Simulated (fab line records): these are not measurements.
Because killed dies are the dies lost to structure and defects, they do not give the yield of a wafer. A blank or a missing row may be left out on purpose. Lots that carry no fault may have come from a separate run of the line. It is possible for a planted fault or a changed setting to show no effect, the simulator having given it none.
What tool caused it? / flow nandHarc / 24 lots, 72 wafers sampled, at 5 steps of a route of 1302

## WHAT EACH GAUGE READ, for each wafer
NHARC_A_CONTACT_INSPECT_71. Usual: rawDefectCount at 82, with a standard deviation of 35.
lot=L074; measured=day 21 17:31; on=defectInspect-01; rawDefectCount=75 72 58; flag=
lot=L076; measured=day 22 07:55; on=defectInspect-02; rawDefectCount=47 60 64; flag=
lot=L075; measured=day 22 10:14; on=defectInspect-01; rawDefectCount=65 71 70; flag=
lot=L077; measured=day 23 08:25; on=defectInspect-02; rawDefectCount=119 104 89; flag=
lot=L079; measured=day 23 11:37; on=defectInspect-02; rawDefectCount=19 22 17; flag=
lot=L078; measured=day 23 17:13; on=defectInspect-01; rawDefectCount=102 117 102; flag=
lot=L082; measured=day 24 17:07; on=defectInspect-02; rawDefectCount=26 30 25; flag=
lot=L081; measured=day 24 20:20; on=defectInspect-01; rawDefectCount=122 109 122; flag=
lot=L080; measured=day 24 22:53; on=defectInspect-01; rawDefectCount=162 159 162; flag=
lot=L084; measured=day 25 21:24; on=defectInspect-02; rawDefectCount=38 42 36; flag=
lot=L083; measured=day 26 00:12; on=defectInspect-02; rawDefectCount=118 131 130; flag=
lot=L085; measured=day 26 03:26; on=defectInspect-01; rawDefectCount=64 78 78; flag=
lot=L086; measured=day 26 17:48; on=defectInspect-02; rawDefectCount=90 86 85; flag=
lot=L087; measured=day 27 06:57; on=defectInspect-01; rawDefectCount=98 99 72; flag=
lot=L088; measured=day 27 23:11; on=defectInspect-01; rawDefectCount=67 60 60; flag=
lot=L089; measured=day 28 01:02; on=defectInspect-02; rawDefectCount=96 103 94; flag=
lot=L090; measured=day 28 14:46; on=defectInspect-02; rawDefectCount=87 81 76; flag=
lot=L091; measured=day 28 14:58; on=defectInspect-02; rawDefectCount=107 91 110; flag=
lot=L092; measured=day 29 01:32; on=defectInspect-01; rawDefectCount=79 67 63; flag=
lot=L093; measured=day 29 14:33; on=defectInspect-01; rawDefectCount=118 113 142; flag=
lot=L094; measured=day 29 23:31; on=defectInspect-02; rawDefectCount=77 72 65; flag=
lot=L095; measured=day 30 20:14; on=defectInspect-01; rawDefectCount=36 43 39; flag=
lot=L096; measured=day 30 22:02; on=defectInspect-01; rawDefectCount=113 107 119; flag=
lot=L097; measured=day 31 17:44; on=defectInspect-02; rawDefectCount=59 61 54; flag=

NHARC_A_CONTACT_CD_MEAS_08: the cd target is 200 nm. Usual: cdNm at 199.8 nm, with a standard deviation of 0.66.
lot=L074; measured=day 22 01:32; on=cdSem-01; cdNm (nm)=200.3 200.7 199.8; flag=
lot=L076; measured=day 22 17:26; on=cdSem-01; cdNm (nm)=199.1 200.1 200.2; flag=
lot=L075; measured=day 22 18:26; on=cdSem-03; cdNm (nm)=199.4 198.3 200.4; flag=
lot=L077; measured=day 23 16:04; on=cdSem-03; cdNm (nm)=199.2 200.7 199.3; flag=
lot=L079; measured=day 23 23:36; on=cdSem-02; cdNm (nm)=200.5 200.3 199.5; flag=
lot=L078; measured=day 24 03:22; on=cdSem-01; cdNm (nm)=199.1 199.8 199.2; flag=
lot=L082; measured=day 25 00:37; on=cdSem-02; cdNm (nm)=199.1 199.1 200.3; flag=
lot=L081; measured=day 25 03:52; on=cdSem-02; cdNm (nm)=200.0 198.8 198.7; flag=
lot=L080; measured=day 25 07:05; on=cdSem-01; cdNm (nm)=200.2 200.0 199.1; flag=
lot=L084; measured=day 26 07:11; on=cdSem-02; cdNm (nm)=198.8 199.0 198.9; flag=
lot=L083; measured=day 26 11:48; on=cdSem-03; cdNm (nm)=199.4 199.9 199.6; flag=
lot=L085; measured=day 26 14:21; on=cdSem-01; cdNm (nm)=199.7 199.9 198.9; flag=
lot=L086; measured=day 27 01:42; on=cdSem-02; cdNm (nm)=199.1 199.2 198.6; flag=
lot=L087; measured=day 27 14:36; on=cdSem-02; cdNm (nm)=199.7 200.1 199.3; flag=
lot=L088; measured=day 28 06:50; on=cdSem-01; cdNm (nm)=200.1 199.4 199.8; flag=
lot=L089; measured=day 28 08:40; on=cdSem-02; cdNm (nm)=199.0 199.4 199.8; flag=
lot=L090; measured=day 29 05:10; on=cdSem-01; cdNm (nm)=200.6 200.4 199.0; flag=
lot=L091; measured=day 29 05:19; on=cdSem-01; cdNm (nm)=200.0 199.7 199.6; flag=
lot=L092; measured=day 29 09:16; on=cdSem-03; cdNm (nm)=199.7 199.5 199.4; flag=
lot=L093; measured=day 29 22:13; on=cdSem-02; cdNm (nm)=200.2 201.2 199.9; flag=
lot=L094; measured=day 30 07:16; on=cdSem-01; cdNm (nm)=199.8 200.8 199.8; flag=
lot=L095; measured=day 31 03:52; on=cdSem-01; cdNm (nm)=199.7 200.6 201.0; flag=
lot=L096; measured=day 31 05:43; on=cdSem-02; cdNm (nm)=199.2 199.4 201.4; flag=
lot=L097; measured=day 32 04:07; on=cdSem-01; cdNm (nm)=200.2 200.4 200.9; flag=

NHARC_A_CONTACT_OVL_MEAS_09. Usual: overlayXNm 0.0 nm, standard deviation 0.87; overlayYNm 0.1 nm, standard deviation 0.8.
lot=L074; measured=day 22 01:37; on=overlay-02; overlayXNm (nm)=1.6 1.3 1.4; overlayYNm (nm)=0.6 0.2 0.5; flag=
lot=L076; measured=day 22 17:32; on=overlay-01; overlayXNm (nm)=0.1 -0.2 -0.3; overlayYNm (nm)=0.1 -0.2 0.0; flag=
lot=L075; measured=day 22 18:32; on=overlay-02; overlayXNm (nm)=0.9 0.9 1.3; overlayYNm (nm)=-0.8 -0.2 -0.3; flag=
lot=L077; measured=day 23 16:10; on=overlay-02; overlayXNm (nm)=0.1 0.5 1.1; overlayYNm (nm)=-0.3 -0.5 -0.2; flag=
lot=L079; measured=day 23 23:41; on=overlay-02; overlayXNm (nm)=-1.0 -0.4 -0.3; overlayYNm (nm)=-0.4 0.2 -0.1; flag=
lot=L078; measured=day 24 03:28; on=overlay-01; overlayXNm (nm)=0.6 0.7 0.9; overlayYNm (nm)=0.5 0.0 0.1; flag=
lot=L082; measured=day 25 00:43; on=overlay-02; overlayXNm (nm)=-1.5 -1.5 -1.3; overlayYNm (nm)=-0.4 -0.7 -0.3; flag=
lot=L081; measured=day 25 03:58; on=overlay-02; overlayXNm (nm)=-1.2 -1.2 -1.2; overlayYNm (nm)=0.7 0.4 1.5; flag=
lot=L080; measured=day 25 07:10; on=overlay-02; overlayXNm (nm)=-0.2 0.1 -0.8; overlayYNm (nm)=0.5 0.4 0.8; flag=
lot=L084; measured=day 26 07:16; on=overlay-01; overlayXNm (nm)=-0.5 -0.1 0.0; overlayYNm (nm)=-1.1 -0.9 -1.2; flag=
lot=L083; measured=day 26 11:53; on=overlay-02; overlayXNm (nm)=-1.3 -1.3 -1.8; overlayYNm (nm)=-1.1 -1.0 -1.1; flag=
lot=L085; measured=day 26 14:26; on=overlay-01; overlayXNm (nm)=-0.2 -0.5 -0.7; overlayYNm (nm)=-0.8 -0.8 -0.4; flag=
lot=L086; measured=day 27 01:47; on=overlay-02; overlayXNm (nm)=-0.2 -0.5 0.3; overlayYNm (nm)=-0.8 -0.4 -1.1; flag=
lot=L087; measured=day 27 14:41; on=overlay-02; overlayXNm (nm)=-0.2 -0.1 -0.2; overlayYNm (nm)=0.8 1.5 1.0; flag=
lot=L088; measured=day 28 06:55; on=overlay-01; overlayXNm (nm)=0.9 0.9 0.2; overlayYNm (nm)=1.0 1.6 0.9; flag=
lot=L089; measured=day 28 08:45; on=overlay-01; overlayXNm (nm)=-1.4 -1.1 -0.5; overlayYNm (nm)=-0.4 -0.1 -0.3; flag=
lot=L090; measured=day 29 05:15; on=overlay-01; overlayXNm (nm)=0.0 -0.2 0.2; overlayYNm (nm)=-0.4 -0.9 -0.5; flag=
lot=L091; measured=day 29 05:25; on=overlay-02; overlayXNm (nm)=0.2 -0.4 1.1; overlayYNm (nm)=-0.5 -0.7 -0.6; flag=
lot=L092; measured=day 29 09:22; on=overlay-01; overlayXNm (nm)=-0.1 0.5 0.4; overlayYNm (nm)=0.1 0.3 0.1; flag=
lot=L093; measured=day 29 22:17; on=overlay-02; overlayXNm (nm)=-0.3 0.5 0.4; overlayYNm (nm)=0.9 0.9 1.1; flag=
lot=L094; measured=day 30 07:22; on=overlay-01; overlayXNm (nm)=1.3 0.8 0.7; overlayYNm (nm)=-0.5 0.0 -0.4; flag=
lot=L095; measured=day 31 03:58; on=overlay-02; overlayXNm (nm)=1.8 1.2 1.2; overlayYNm (nm)=1.9 1.3 1.5; flag=
lot=L096; measured=day 31 05:48; on=overlay-02; overlayXNm (nm)=-0.7 -1.0 -0.9; overlayYNm (nm)=1.4 1.7 1.6; flag=
lot=L097; measured=day 32 04:12; on=overlay-02; overlayXNm (nm)=0.9 1.0 1.6; overlayYNm (nm)=0.5 0.7 0.7; flag=

## TOOL THAT RAN EACH LOT (tool first, then ch and the chambers of the sampled wafers, then the start)
lot=L074; NHARC_A_CONTACT_STRIP_55=rieDiel-13 ch 1,2, day 21 17:31 or earlier; NHARC_A_CONTACT_STRIP_82=rieDiel-13 ch 0,2,3, day 22 01:32 or earlier
lot=L076; NHARC_A_CONTACT_STRIP_55=rieDiel-06 ch 0,1,3, day 22 07:55 or earlier; NHARC_A_CONTACT_STRIP_82=rieDiel-06 ch 1,2,3, day 22 17:26 or earlier
lot=L075; NHARC_A_CONTACT_STRIP_55=rieDiel-01 ch 0,1,3, day 22 10:14 or earlier; NHARC_A_CONTACT_STRIP_82=rieDiel-06 ch 2,3, day 22 18:26 or earlier
lot=L077; NHARC_A_CONTACT_STRIP_55=rieDiel-06 ch 0,2,3, day 23 08:25 or earlier; NHARC_A_CONTACT_STRIP_82=rieDiel-01 ch 2,3, day 23 16:04 or earlier
lot=L079; NHARC_A_CONTACT_STRIP_55=rieDiel-06 ch 1,3, day 23 11:37 or earlier; NHARC_A_CONTACT_STRIP_82=rieDiel-13 ch 1,3, day 23 23:36 or earlier
lot=L078; NHARC_A_CONTACT_STRIP_55=rieDiel-01 ch 0,1,2, day 23 17:13 or earlier; NHARC_A_CONTACT_STRIP_82=rieDiel-06 ch 2,3, day 24 03:22 or earlier
lot=L082; NHARC_A_CONTACT_STRIP_55=rieDiel-06 ch 1,3, day 24 17:07 or earlier; NHARC_A_CONTACT_STRIP_82=rieDiel-01 ch 0,1,3, day 25 00:37 or earlier
lot=L081; NHARC_A_CONTACT_STRIP_55=rieDiel-13 ch 0,3, day 24 20:20 or earlier; NHARC_A_CONTACT_STRIP_82=rieDiel-01 ch 2,3, day 25 03:52 or earlier
lot=L080; NHARC_A_CONTACT_STRIP_55=rieDiel-13 ch 0,1,3, day 24 22:53 or earlier; NHARC_A_CONTACT_STRIP_82=rieDiel-06 ch 1,2,3, day 25 07:05 or earlier
lot=L084; NHARC_A_CONTACT_STRIP_55=rieDiel-01 ch 0,2,3, day 25 21:24 or earlier; NHARC_A_CONTACT_STRIP_82=rieDiel-06 ch 0,2,3, day 26 07:11 or earlier
lot=L083; NHARC_A_CONTACT_STRIP_55=rieDiel-06 ch 0,1, day 26 00:12 or earlier; NHARC_A_CONTACT_STRIP_82=rieDiel-13 ch 0,1,2, day 26 11:48 or earlier
lot=L085; NHARC_A_CONTACT_STRIP_55=rieDiel-06 ch 2,3, day 26 03:26 or earlier; NHARC_A_CONTACT_STRIP_82=rieDiel-01 ch 2,3, day 26 14:21 or earlier
lot=L086; NHARC_A_CONTACT_STRIP_55=rieDiel-06 ch 0,2, day 26 17:48 or earlier; NHARC_A_CONTACT_STRIP_82=rieDiel-13 ch 1,3, day 27 01:42 or earlier
lot=L087; NHARC_A_CONTACT_STRIP_55=rieDiel-06 ch 0,3, day 27 06:57 or earlier; NHARC_A_CONTACT_STRIP_82=rieDiel-06 ch 1,2,3, day 27 14:36 or earlier
lot=L088; NHARC_A_CONTACT_STRIP_55=rieDiel-06 ch 0,2,3, day 27 23:11 or earlier; NHARC_A_CONTACT_STRIP_82=rieDiel-01 ch 1,2, day 28 06:50 or earlier
lot=L089; NHARC_A_CONTACT_STRIP_55=rieDiel-13 ch 0,2,3, day 28 01:02 or earlier; NHARC_A_CONTACT_STRIP_82=rieDiel-06 ch 1,3, day 28 08:40 or earlier
lot=L090; NHARC_A_CONTACT_STRIP_55=rieDiel-13 ch 0,1,2, day 28 14:46 or earlier; NHARC_A_CONTACT_STRIP_82=rieDiel-01 ch 0,1,2, day 29 05:10 or earlier
lot=L091; NHARC_A_CONTACT_STRIP_55=rieDiel-13 ch 0,1,3, day 28 14:58 or earlier; NHARC_A_CONTACT_STRIP_82=rieDiel-06 ch 0,2,3, day 29 05:19 or earlier
lot=L092; NHARC_A_CONTACT_STRIP_55=rieDiel-13 ch 0,2,3, day 29 01:32 or earlier; NHARC_A_CONTACT_STRIP_82=rieDiel-01 ch 0,2,3, day 29 09:16 or earlier
lot=L093; NHARC_A_CONTACT_STRIP_55=rieDiel-13 ch 0,1,2, day 29 14:33 or earlier; NHARC_A_CONTACT_STRIP_82=rieDiel-01 ch 2,3, day 29 22:13 or earlier
lot=L094; NHARC_A_CONTACT_STRIP_55=rieDiel-06 ch 0,2,3, day 29 23:31 or earlier; NHARC_A_CONTACT_STRIP_82=rieDiel-06 ch 0,2, day 30 07:16 or earlier
lot=L095; NHARC_A_CONTACT_STRIP_55=rieDiel-13 ch 0,2,3, day 30 20:14 or earlier; NHARC_A_CONTACT_STRIP_82=rieDiel-06 ch 1,2,3, day 31 03:52 or earlier
lot=L096; NHARC_A_CONTACT_STRIP_55=rieDiel-06 ch 0,2,3, day 30 22:02 or earlier; NHARC_A_CONTACT_STRIP_82=rieDiel-06 ch 0,1,3, day 31 05:43 or earlier
lot=L097; NHARC_A_CONTACT_STRIP_55=rieDiel-13 ch 0,1,3, day 31 17:44 or earlier; NHARC_A_CONTACT_STRIP_82=rieDiel-06 ch 0,1,3, day 32 04:07 or earlier
- NHARC_A_CONTACT_STRIP_55: strips in O2.
- NHARC_A_CONTACT_STRIP_82: strips in O2.

## WHAT THE TOOLS THEMSELVES READ (means of the sampled wafers that have a number; where no wafer has one, the mark that the record gives instead)
NHARC_A_CONTACT_STRIP_55. Usual: drypumpMotorCurrentA 5.8 A, standard deviation 0.51; oesProductAu 0.998 a.u., standard deviation 0.014; rfVppV 57.7 V, standard deviation 0.97; showerheadPlenumPTorr 3.48 Torr, standard deviation 0.1; throttleValvePct 17.038 %, standard deviation 0.0091.
lot=L074; tool=rieDiel-13; drypumpMotorCurrentA (A)=5.8; oesProductAu (a.u.)=0.993; rfVppV (V)=58.2; showerheadPlenumPTorr (Torr)=3.43; throttleValvePct (%)=17.032; flag=
lot=L076; tool=rieDiel-06; drypumpMotorCurrentA (A)=5.9; oesProductAu (a.u.)=1.000; rfVppV (V)=58.1; showerheadPlenumPTorr (Torr)=3.60; throttleValvePct (%)=17.033; flag=
lot=L075; tool=rieDiel-01; drypumpMotorCurrentA (A)=5.6; oesProductAu (a.u.)=1.008; rfVppV (V)=57.3; showerheadPlenumPTorr (Torr)=3.44; throttleValvePct (%)=17.041; flag=
lot=L077; tool=rieDiel-06; drypumpMotorCurrentA (A)=5.7; oesProductAu (a.u.)=0.996; rfVppV (V)=57.2; showerheadPlenumPTorr (Torr)=3.47; throttleValvePct (%)=17.039; flag=
lot=L079; tool=rieDiel-06; drypumpMotorCurrentA (A)=6.4; oesProductAu (a.u.)=1.007; rfVppV (V)=58.6; showerheadPlenumPTorr (Torr)=3.62; throttleValvePct (%)=17.029; flag=
lot=L078; tool=rieDiel-01; drypumpMotorCurrentA (A)=5.5; oesProductAu (a.u.)=1.012; rfVppV (V)=56.8; showerheadPlenumPTorr (Torr)=3.45; throttleValvePct (%)=17.035; flag=
lot=L082; tool=rieDiel-06; drypumpMotorCurrentA (A)=6.3; oesProductAu (a.u.)=0.991; rfVppV (V)=58.8; showerheadPlenumPTorr (Torr)=3.66; throttleValvePct (%)=17.037; flag=
lot=L081; tool=rieDiel-13; drypumpMotorCurrentA (A)=5.9; oesProductAu (a.u.)=0.982; rfVppV (V)=57.8; showerheadPlenumPTorr (Torr)=3.48; throttleValvePct (%)=17.044; flag=
lot=L080; tool=rieDiel-13; drypumpMotorCurrentA (A)=5.7; oesProductAu (a.u.)=0.985; rfVppV (V)=57.7; showerheadPlenumPTorr (Torr)=3.47; throttleValvePct (%)=17.032; flag=
lot=L084; tool=rieDiel-01; drypumpMotorCurrentA (A)=5.7; oesProductAu (a.u.)=1.012; rfVppV (V)=57.0; showerheadPlenumPTorr (Torr)=3.43; throttleValvePct (%)=17.036; flag=
lot=L083; tool=rieDiel-06; drypumpMotorCurrentA (A)=5.4; oesProductAu (a.u.)=1.002; rfVppV (V)=56.9; showerheadPlenumPTorr (Torr)=3.55; throttleValvePct (%)=17.045; flag=
lot=L085; tool=rieDiel-06; drypumpMotorCurrentA (A)=5.9; oesProductAu (a.u.)=1.002; rfVppV (V)=57.4; showerheadPlenumPTorr (Torr)=3.42; throttleValvePct (%)=17.042; flag=
lot=L086; tool=rieDiel-06; drypumpMotorCurrentA (A)=5.4; oesProductAu (a.u.)=0.986; rfVppV (V)=57.2; showerheadPlenumPTorr (Torr)=3.38; throttleValvePct (%)=17.045; flag=
lot=L087; tool=rieDiel-06; drypumpMotorCurrentA (A)=6.0; oesProductAu (a.u.)=0.996; rfVppV (V)=57.0; showerheadPlenumPTorr (Torr)=3.55; throttleValvePct (%)=17.035; flag=
lot=L088; tool=rieDiel-06; drypumpMotorCurrentA (A)=5.7; oesProductAu (a.u.)=1.006; rfVppV (V)=57.6; showerheadPlenumPTorr (Torr)=3.46; throttleValvePct (%)=17.032; flag=
lot=L089; tool=rieDiel-13; drypumpMotorCurrentA (A)=5.9; oesProductAu (a.u.)=0.979; rfVppV (V)=58.1; showerheadPlenumPTorr (Torr)=3.45; throttleValvePct (%)=17.038; flag=
lot=L090; tool=rieDiel-13; drypumpMotorCurrentA (A)=5.7; oesProductAu (a.u.)=0.991; rfVppV (V)=58.7; showerheadPlenumPTorr (Torr)=3.43; throttleValvePct (%)=17.028; flag=
lot=L091; tool=rieDiel-13; drypumpMotorCurrentA (A)=5.8; oesProductAu (a.u.)=1.004; rfVppV (V)=56.8; showerheadPlenumPTorr (Torr)=3.45; throttleValvePct (%)=17.042; flag=
lot=L092; tool=rieDiel-13; drypumpMotorCurrentA (A)=5.8; oesProductAu (a.u.)=0.992; rfVppV (V)=57.8; showerheadPlenumPTorr (Torr)=3.45; throttleValvePct (%)=17.028; flag=
lot=L093; tool=rieDiel-13; drypumpMotorCurrentA (A)=5.7; oesProductAu (a.u.)=1.000; rfVppV (V)=58.4; showerheadPlenumPTorr (Torr)=3.43; throttleValvePct (%)=17.036; flag=
lot=L094; tool=rieDiel-06; drypumpMotorCurrentA (A)=5.7; oesProductAu (a.u.)=1.004; rfVppV (V)=57.7; showerheadPlenumPTorr (Torr)=3.46; throttleValvePct (%)=17.034; flag=
lot=L095; tool=rieDiel-13; drypumpMotorCurrentA (A)=5.8; oesProductAu (a.u.)=1.001; rfVppV (V)=58.2; showerheadPlenumPTorr (Torr)=3.44; throttleValvePct (%)=17.035; flag=
lot=L096; tool=rieDiel-06; drypumpMotorCurrentA (A)=5.7; oesProductAu (a.u.)=0.993; rfVppV (V)=57.8; showerheadPlenumPTorr (Torr)=3.46; throttleValvePct (%)=17.041; flag=
lot=L097; tool=rieDiel-13; drypumpMotorCurrentA (A)=5.8; oesProductAu (a.u.)=1.015; rfVppV (V)=57.3; showerheadPlenumPTorr (Torr)=3.43; throttleValvePct (%)=17.035; flag=

NHARC_A_CONTACT_STRIP_82. Usual: drypumpMotorCurrentA 5.7 A, standard deviation 0.55; oesProductAu 1.001 a.u., standard deviation 0.014; rfVppV 57.7 V, standard deviation 0.92; showerheadPlenumPTorr 3.48 Torr, standard deviation 0.11; throttleValvePct 17.036 %, standard deviation 0.0094.
lot=L074; tool=rieDiel-13; drypumpMotorCurrentA (A)=5.9; oesProductAu (a.u.)=0.993; rfVppV (V)=57.1; showerheadPlenumPTorr (Torr)=3.47; throttleValvePct (%)=17.039; flag=
lot=L076; tool=rieDiel-06; drypumpMotorCurrentA (A)=6.1; oesProductAu (a.u.)=1.000; rfVppV (V)=58.1; showerheadPlenumPTorr (Torr)=3.54; throttleValvePct (%)=17.041; flag=
lot=L075; tool=rieDiel-06; drypumpMotorCurrentA (A)=5.9; oesProductAu (a.u.)=0.999; rfVppV (V)=58.5; showerheadPlenumPTorr (Torr)=3.42; throttleValvePct (%)=17.040; flag=
lot=L077; tool=rieDiel-01; drypumpMotorCurrentA (A)=5.4; oesProductAu (a.u.)=1.010; rfVppV (V)=57.9; showerheadPlenumPTorr (Torr)=3.48; throttleValvePct (%)=17.043; flag=
lot=L079; tool=rieDiel-13; drypumpMotorCurrentA (A)=6.0; oesProductAu (a.u.)=0.990; rfVppV (V)=58.3; showerheadPlenumPTorr (Torr)=3.44; throttleValvePct (%)=17.041; flag=
lot=L078; tool=rieDiel-06; drypumpMotorCurrentA (A)=5.9; oesProductAu (a.u.)=0.993; rfVppV (V)=57.6; showerheadPlenumPTorr (Torr)=3.42; throttleValvePct (%)=17.048; flag=
lot=L082; tool=rieDiel-01; drypumpMotorCurrentA (A)=5.6; oesProductAu (a.u.)=1.011; rfVppV (V)=57.1; showerheadPlenumPTorr (Torr)=3.43; throttleValvePct (%)=17.025; flag=
lot=L081; tool=rieDiel-01; drypumpMotorCurrentA (A)=5.5; oesProductAu (a.u.)=1.018; rfVppV (V)=57.9; showerheadPlenumPTorr (Torr)=3.46; throttleValvePct (%)=17.031; flag=
lot=L080; tool=rieDiel-06; drypumpMotorCurrentA (A)=6.1; oesProductAu (a.u.)=0.992; rfVppV (V)=58.4; showerheadPlenumPTorr (Torr)=3.53; throttleValvePct (%)=17.032; flag=
lot=L084; tool=rieDiel-06; drypumpMotorCurrentA (A)=5.7; oesProductAu (a.u.)=0.996; rfVppV (V)=58.0; showerheadPlenumPTorr (Torr)=3.47; throttleValvePct (%)=17.031; flag=
lot=L083; tool=rieDiel-13; drypumpMotorCurrentA (A)=5.6; oesProductAu (a.u.)=0.992; rfVppV (V)=57.9; showerheadPlenumPTorr (Torr)=3.44; throttleValvePct (%)=17.033; flag=
lot=L085; tool=rieDiel-01; drypumpMotorCurrentA (A)=5.5; oesProductAu (a.u.)=1.019; rfVppV (V)=58.5; showerheadPlenumPTorr (Torr)=3.45; throttleValvePct (%)=17.038; flag=
lot=L086; tool=rieDiel-13; drypumpMotorCurrentA (A)=5.8; oesProductAu (a.u.)=0.995; rfVppV (V)=57.9; showerheadPlenumPTorr (Torr)=3.41; throttleValvePct (%)=17.036; flag=
lot=L087; tool=rieDiel-06; drypumpMotorCurrentA (A)=6.1; oesProductAu (a.u.)=0.995; rfVppV (V)=59.4; showerheadPlenumPTorr (Torr)=3.53; throttleValvePct (%)=17.033; flag=
lot=L088; tool=rieDiel-01; drypumpMotorCurrentA (A)=5.1; oesProductAu (a.u.)=1.001; rfVppV (V)=56.7; showerheadPlenumPTorr (Torr)=3.47; throttleValvePct (%)=17.046; flag=
lot=L089; tool=rieDiel-06; drypumpMotorCurrentA (A)=6.4; oesProductAu (a.u.)=0.996; rfVppV (V)=57.8; showerheadPlenumPTorr (Torr)=3.61; throttleValvePct (%)=17.033; flag=
lot=L090; tool=rieDiel-01; drypumpMotorCurrentA (A)=5.5; oesProductAu (a.u.)=1.006; rfVppV (V)=57.7; showerheadPlenumPTorr (Torr)=3.43; throttleValvePct (%)=17.043; flag=
lot=L091; tool=rieDiel-06; drypumpMotorCurrentA (A)=5.7; oesProductAu (a.u.)=0.993; rfVppV (V)=57.2; showerheadPlenumPTorr (Torr)=3.46; throttleValvePct (%)=17.028; flag=
lot=L092; tool=rieDiel-01; drypumpMotorCurrentA (A)=5.7; oesProductAu (a.u.)=1.016; rfVppV (V)=57.8; showerheadPlenumPTorr (Torr)=3.42; throttleValvePct (%)=17.040; flag=
lot=L093; tool=rieDiel-01; drypumpMotorCurrentA (A)=5.5; oesProductAu (a.u.)=1.022; rfVppV (V)=58.3; showerheadPlenumPTorr (Torr)=3.44; throttleValvePct (%)=17.041; flag=
lot=L094; tool=rieDiel-06; drypumpMotorCurrentA (A)=5.2; oesProductAu (a.u.)=0.998; rfVppV (V)=56.3; showerheadPlenumPTorr (Torr)=3.43; throttleValvePct (%)=17.038; flag=
lot=L095; tool=rieDiel-06; drypumpMotorCurrentA (A)=6.2; oesProductAu (a.u.)=1.004; rfVppV (V)=56.5; showerheadPlenumPTorr (Torr)=3.52; throttleValvePct (%)=17.034; flag=
lot=L096; tool=rieDiel-06; drypumpMotorCurrentA (A)=5.9; oesProductAu (a.u.)=1.000; rfVppV (V)=57.4; showerheadPlenumPTorr (Torr)=3.57; throttleValvePct (%)=17.033; flag=
lot=L097; tool=rieDiel-06; drypumpMotorCurrentA (A)=5.9; oesProductAu (a.u.)=0.995; rfVppV (V)=58.1; showerheadPlenumPTorr (Torr)=3.57; throttleValvePct (%)=17.040; flag=

## THE ANSWER, worked out from the rows above alone
Rule: a lot is off if the mean of its wafers that have a number lies more than 3 standard deviations from the usual mean. Also off: a lot with no number at a reading for which 4 or more lots have one. Where the step has rows for the other lots, those lots are counted as sound. First the gauges in route order, then the tools' own readings, where a lot's mean is used as printed above. At the first step where some lot is off, the reading lying furthest off is the one used; lots without a number count as furthest.
None of the lots is off at any reading shown; this tells nothing.

## WHAT THE SIMULATOR HAD PUT IN
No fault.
